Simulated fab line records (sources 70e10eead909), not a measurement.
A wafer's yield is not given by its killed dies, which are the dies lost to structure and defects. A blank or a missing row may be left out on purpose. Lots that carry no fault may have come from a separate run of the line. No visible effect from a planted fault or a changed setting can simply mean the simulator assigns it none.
Matching of chambers :: flow nandHarc :: NHARC_A_BLC_STRIP_21 on rieDiel-03: 4 sister chambers
The step strips in O2. 4 wafers are shown with their chamber, then 12 later ones without.

== WAFERS PAIRED WITH THEIR CHAMBERS ==
wafer: L086.1
chamber: 3
showerheadPlenumPTorr (Torr): 3.47

wafer: L086.6
chamber: 1
showerheadPlenumPTorr (Torr): 3.48

wafer: L090.1
chamber: 0
showerheadPlenumPTorr (Torr): 3.65

wafer: L090.5
chamber: 2
showerheadPlenumPTorr (Torr): 3.40

== WAFERS MISSING THEIR CHAMBER ==
wafer: L089.2
showerheadPlenumPTorr (Torr): 3.47

wafer: L089.3
showerheadPlenumPTorr (Torr): 3.48

wafer: L089.5
showerheadPlenumPTorr (Torr): 3.65

wafer: L088.2
showerheadPlenumPTorr (Torr): 3.48

wafer: L088.4
showerheadPlenumPTorr (Torr): 3.40

wafer: L088.5
showerheadPlenumPTorr (Torr): 3.65

wafer: L092.1
showerheadPlenumPTorr (Torr): 3.48

wafer: L092.4
showerheadPlenumPTorr (Torr): 3.47

wafer: L092.6
showerheadPlenumPTorr (Torr): 3.48

wafer: L097.2
showerheadPlenumPTorr (Torr): 3.48

wafer: L097.3
showerheadPlenumPTorr (Torr): 3.64

wafer: L097.5
showerheadPlenumPTorr (Torr): 3.46

== THE CHAMBER EACH PASSED THROUGH ==
wafer: L089.2
from the rows above: 3
in truth: 3

wafer: L089.3
from the rows above: 1
in truth: 1

wafer: L089.5
from the rows above: 0
in truth: 0

wafer: L088.2
from the rows above: 1
in truth: 1

wafer: L088.4
from the rows above: 2
in truth: 2

wafer: L088.5
from the rows above: 0
in truth: 0

wafer: L092.1
from the rows above: 1
in truth: 1

wafer: L092.4
from the rows above: 3
in truth: 3

wafer: L092.6
from the rows above: 1
in truth: 1

wafer: L097.2
from the rows above: 1
in truth: 1

wafer: L097.3
from the rows above: 0
in truth: 0

wafer: L097.5
from the rows above: 3
in truth: 3
Correctly placed: 12 of 12. Not placeable from these rows: 0. Placed wrongly: 0.
How it was worked out, from the rows above alone: a wafer's distance from a chamber is the root of the sum, over the readings, of the square of ((its reading less the chamber's mean) divided by the reading's scatter). The wafer belongs to the nearest chamber; if the next one is less than 2 further off, it can't be placed. For every chamber, the mean is computed from those of its wafers that are shown. The scatter (one wafer shown for each chamber): square how far every hidden wafer sits from the nearest shown wafer, average those squares and take the square root.
